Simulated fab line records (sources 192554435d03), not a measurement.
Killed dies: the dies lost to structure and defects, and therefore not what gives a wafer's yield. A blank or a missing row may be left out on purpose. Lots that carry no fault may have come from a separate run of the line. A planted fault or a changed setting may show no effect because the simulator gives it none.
Chamber matching :: flow n5-finfet :: 4 sister chambers for N5_BEOL_M10_ETCH_66 on rie-diel-05
The step etches SOC in N2/H2, target depth 120 nm, overetch 24 nm, time 180 s. 4 wafers are shown with their chamber, then 10 later ones without.

## EACH WAFER AND ITS CHAMBER
wafer: L082.6
chamber: 1
throttle-valve-pct (%): 17.60

wafer: L090.6
chamber: 0
throttle-valve-pct (%): 17.71

wafer: L089.1
chamber: 2
throttle-valve-pct (%): 18.17

wafer: L089.3
chamber: 3
throttle-valve-pct (%): 17.52

## WAFERS WITH NO CHAMBER GIVEN
wafer: L089.5
throttle-valve-pct (%): 18.17

wafer: L092.4
throttle-valve-pct (%): 18.18

wafer: L092.5
throttle-valve-pct (%): 18.17

wafer: L092.6
throttle-valve-pct (%): 17.18

wafer: L095.1
throttle-valve-pct (%): 17.72

wafer: L095.4
throttle-valve-pct (%): 17.18

wafer: L095.5
throttle-valve-pct (%): 17.54

wafer: L097.4
throttle-valve-pct (%): 17.53

wafer: L097.5
throttle-valve-pct (%): 17.76

wafer: L097.6
throttle-valve-pct (%): 17.55

## EACH ONE'S CHAMBER
wafer: L089.5
from the rows above: 2
in truth: 2

wafer: L092.4
from the rows above: 2
in truth: 2

wafer: L092.5
from the rows above: 2
in truth: 2

wafer: L092.6
from the rows above: can't be placed: 3 or 1 or 0
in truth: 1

wafer: L095.1
from the rows above: can't be placed: 0 or 1 or 3
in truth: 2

wafer: L095.4
from the rows above: can't be placed: 3 or 1 or 0
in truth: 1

wafer: L095.5
from the rows above: can't be placed: 3 or 1 or 0
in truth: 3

wafer: L097.4
from the rows above: can't be placed: 3 or 1 or 0
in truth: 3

wafer: L097.5
from the rows above: can't be placed: 0 or 1 or 3
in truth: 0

wafer: L097.6
from the rows above: can't be placed: 3 or 1 or 0
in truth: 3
Placed correctly: 3 of 10. Not placeable from these rows: 7 (in 6, the candidates include the true chamber). Wrongly placed: 0.
How it was worked out, from the rows above alone: a wafer's distance from a chamber is the root of the sum, over the readings, of the square of ((its reading less the chamber's mean) divided by the reading's scatter). The wafer belongs to the nearest chamber; if the next one is less than 2 further off, it can't be placed. A chamber's mean is the mean of its shown wafers. The scatter: root of mean squared gap, hidden wafer to nearest shown wafer, with one shown wafer a chamber.
